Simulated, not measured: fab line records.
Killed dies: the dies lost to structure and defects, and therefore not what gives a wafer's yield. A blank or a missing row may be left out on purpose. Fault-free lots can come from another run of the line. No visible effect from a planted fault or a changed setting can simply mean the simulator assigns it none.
Matching of chambers || flow nand harc || NHARC_A_M1_DEP_33 on pecvd-03: 3 sister chambers
The step deposits SiCN, target thk 30 nm. 3 wafers are shown with their chamber, then 11 later ones without.

## EACH WAFER AND ITS CHAMBER
{"wafer": "L088.2", "chamber": 1, "heater power w (W)": 462}
{"wafer": "L089.3", "chamber": 2, "heater power w (W)": 432}
{"wafer": "L090.1", "chamber": 0, "heater power w (W)": 558}

## WAFERS WITHOUT THEIR CHAMBER
{"wafer": "L090.3", "heater power w (W)": 438}
{"wafer": "L090.5", "heater power w (W)": 490}
{"wafer": "L093.1", "heater power w (W)": 504}
{"wafer": "L093.4", "heater power w (W)": 500}
{"wafer": "L093.5", "heater power w (W)": 459}
{"wafer": "L096.3", "heater power w (W)": 497}
{"wafer": "L096.4", "heater power w (W)": 424}
{"wafer": "L096.5", "heater power w (W)": 531}
{"wafer": "L097.1", "heater power w (W)": 400}
{"wafer": "L097.4", "heater power w (W)": 420}
{"wafer": "L097.5", "heater power w (W)": 501}

## CHAMBER TAKEN BY EACH
{"wafer": "L090.3", "from the rows above": "can't be placed: 2 or 1", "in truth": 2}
{"wafer": "L090.5", "from the rows above": "can't be placed: 1 or 2 or 0", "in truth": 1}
{"wafer": "L093.1", "from the rows above": "can't be placed: 1 or 0 or 2", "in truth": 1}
{"wafer": "L093.4", "from the rows above": "can't be placed: 1 or 0 or 2", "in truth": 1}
{"wafer": "L093.5", "from the rows above": "can't be placed: 1 or 2", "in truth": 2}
{"wafer": "L096.3", "from the rows above": "can't be placed: 1 or 0 or 2", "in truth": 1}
{"wafer": "L096.4", "from the rows above": "can't be placed: 2 or 1", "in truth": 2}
{"wafer": "L096.5", "from the rows above": "can't be placed: 0 or 1", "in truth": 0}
{"wafer": "L097.1", "from the rows above": "can't be placed: 2 or 1", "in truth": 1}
{"wafer": "L097.4", "from the rows above": "can't be placed: 2 or 1", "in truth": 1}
{"wafer": "L097.5", "from the rows above": "can't be placed: 1 or 0 or 2", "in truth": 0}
Placed correctly: 0 of 11. Not placeable from these rows: 11 (in 11, the candidates include the true chamber). Wrongly placed: 0.
How it was worked out, from the rows above alone: a wafer's distance from a chamber is the root of the sum, over the readings, of the square of ((its reading less the chamber's mean) divided by the reading's scatter). The wafer belongs to the nearest chamber; if the next one is less than 2 further off, it can't be placed. Each chamber's mean is taken over the wafers shown for it. The scatter: with one shown wafer a chamber, the root of the mean of the squares of how far each hidden wafer lies from its nearest shown one.
